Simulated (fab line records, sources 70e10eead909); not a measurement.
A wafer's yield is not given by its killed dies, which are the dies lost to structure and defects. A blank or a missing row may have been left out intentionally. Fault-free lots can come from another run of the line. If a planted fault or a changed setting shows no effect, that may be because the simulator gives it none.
What tool caused it? ; flow nand_harc ; 36 wafers sampled from 12 lots at 1 step of a route of 1302

WHAT THE GAUGES SHOWED, per wafer
NHARC_P_M2_INSPECT_11.
lot;measured;on;raw_defect_count
L075;day 7 00:41;defect_inspect-02;3 6 4
L077;day 7 15:57;defect_inspect-01;9 5 2
L079;day 8 15:44;defect_inspect-02;3 5 5
L081;day 9 13:31;defect_inspect-02;3 9 12
L083;day 10 09:34;defect_inspect-01;4 8 5
L086;day 11 08:18;defect_inspect-01;2 6 2
L087;day 11 19:53;defect_inspect-01;4 4 3
L089;day 12 22:53;defect_inspect-01;5 5 4
L091;day 13 15:35;defect_inspect-01;8 9 12
L093;day 14 01:02;defect_inspect-01;6 2 1
L095;day 15 01:09;defect_inspect-02;5 10 12
L097;day 16 01:13;defect_inspect-02;6 6 2

TOOL THAT RAN EACH LOT (tool first, then ch and the chambers of the sampled wafers, then the start)
There is no process step in the record ahead of these readings.

THE ANSWER, worked out from the rows above alone
Rule: what is usual is taken from the lots themselves. The widest of any qualifying gaps counts: lots, ordered by their means at a reading, are off when they make up no more than a third of the lots, leave a main group of 4 or more, and stand apart from it by 3 or more times the standard deviation of that group's means. If all means in a main group match to the digits the tables above print for the reading, that group is not used. Also off: a lot with no number at a reading for which 4 or more lots have one. The other lots that the step has rows for count as sound.
Across all readings shown, no lot is off: no conclusion can be drawn from this.

WHAT WAS PUT IN BY THE SIMULATOR
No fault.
